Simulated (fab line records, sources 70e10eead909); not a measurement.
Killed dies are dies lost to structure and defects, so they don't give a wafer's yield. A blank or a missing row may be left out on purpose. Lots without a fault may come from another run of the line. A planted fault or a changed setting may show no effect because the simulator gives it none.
Chamber matching | flow nand_harc | NHARC_P_M2_STRIP_18 on rie_diel-05: 4 sister chambers
The step strips in N2/H2. 36 wafers are shown with their chamber, then 12 later ones without.

WAFERS WITH THEIR CHAMBER
wafer  | chamber | showerhead_plenum_p_Torr (Torr) | drypump_motor_current_A (A) | rf_vpp_V (V)
L075.1 | 3       | 2.16                            | 5.3                         | 91.3
L075.3 | 1       | 1.96                            | 5.7                         | 91.3
L075.5 | 2       | 2.12                            | 6.0                         | 91.6
L077.1 | 2       | 2.12                            | 5.9                         | 91.2
L077.3 | 0       | 1.99                            | 5.1                         | 90.4
L077.6 | 2       | 2.12                            | 5.9                         | 91.5
L077.2 | 3       | 2.16                            | 5.3                         | 90.7
L077.4 | 1       | 1.96                            | 5.7                         | 91.4
L077.5 | 3       | 2.16                            | 5.3                         | 91.3
L076.2 | 0       | 1.99                            | 5.1                         | 91.6
L076.3 | 2       | 2.12                            | 6.0                         | 91.6
L076.5 | 3       | 2.16                            | 5.3                         | 91.2
L078.2 | 1       | 1.96                            | 5.7                         | 89.9
L078.5 | 1       | 1.96                            | 5.7                         | 90.0
L078.6 | 0       | 1.99                            | 5.1                         | 90.9
L079.3 | 0       | 1.98                            | 5.1                         | 91.1
L079.4 | 1       | 1.96                            | 5.7                         | 89.3
L079.5 | 2       | 2.12                            | 5.9                         | 92.3
L084.2 | 3       | 2.16                            | 5.3                         | 90.5
L084.4 | 2       | 2.12                            | 5.9                         | 92.3
L084.5 | 3       | 2.16                            | 5.3                         | 92.0
L087.1 | 2       | 2.12                            | 5.9                         | 89.9
L087.2 | 1       | 1.96                            | 5.7                         | 89.2
L087.3 | 0       | 1.98                            | 5.1                         | 91.8
L088.2 | 1       | 1.96                            | 5.7                         | 90.4
L088.4 | 3       | 2.16                            | 5.3                         | 91.7
L088.5 | 0       | 1.98                            | 5.0                         | 90.6
L089.3 | 3       | 2.16                            | 5.3                         | 89.7
L089.4 | 1       | 1.96                            | 5.7                         | 90.6
L089.6 | 2       | 2.12                            | 5.9                         | 90.9
L090.2 | 2       | 2.12                            | 5.9                         | 90.2
L090.4 | 3       | 2.16                            | 5.3                         | 91.1
L090.6 | 2       | 2.12                            | 6.0                         | 91.1
L092.1 | 0       | 1.98                            | 5.1                         | 91.3
L092.3 | 2       | 2.12                            | 5.9                         | 90.5
L092.4 | 1       | 1.96                            | 5.7                         | 90.5

SIGNATURES (means of the wafers above)
reading                  | chamber 0 | chamber 1 | chamber 2 | chamber 3 | scatter within a chamber
showerhead_plenum_p_Torr | 1.9843    | 1.9600    | 2.1200    | 2.1600    | 0.00231
drypump_motor_current_A  | 5.086     | 5.700     | 5.927     | 5.300     | 0.0308
rf_vpp_V                 | 91.100    | 90.289    | 91.191    | 91.056    | 0.712
Rule: a wafer's distance from a chamber is the root of the sum, over the readings, of the square of ((its reading less the chamber's mean) divided by the reading's scatter). The wafer belongs to the nearest chamber; if the next one is less than 2 further off, it can't be placed. The scatter: the root of (the sum of the squares of (reading less its chamber's mean) over the shown wafers, divided by (wafers less chambers)).

WAFERS WITHOUT THEIR CHAMBER
wafer  | showerhead_plenum_p_Torr (Torr) | drypump_motor_current_A (A) | rf_vpp_V (V)
L093.2 | 2.12                            | 6.0                         | 91.6
L093.4 | 1.96                            | 5.7                         | 92.1
L093.5 | 2.16                            | 5.3                         | 90.9
L096.1 | 1.96                            | 5.7                         | 92.0
L096.3 | 2.12                            | 5.9                         | 91.2
L096.5 | 1.96                            | 5.7                         | 89.9
L094.3 | 1.96                            | 5.7                         | 90.4
L094.4 | 2.16                            | 5.3                         | 89.9
L094.5 | 2.16                            | 5.3                         | 90.9
L097.1 | 1.96                            | 5.7                         | 90.2
L097.2 | 2.16                            | 5.3                         | 91.1
L097.5 | 2.16                            | 5.3                         | 91.3

WHICH CHAMBER EACH WENT THROUGH
wafer  | from the rows above | in truth
L093.2 | 2                   | 2
L093.4 | 1                   | 1
L093.5 | 3                   | 3
L096.1 | 1                   | 1
L096.3 | 2                   | 2
L096.5 | 1                   | 1
L094.3 | 1                   | 1
L094.4 | 3                   | 3
L094.5 | 3                   | 3
L097.1 | 1                   | 1
L097.2 | 3                   | 3
L097.5 | 3                   | 3
Placed correctly: 12 of 12. Can't be placed from these rows: 0. Placed wrongly: 0.
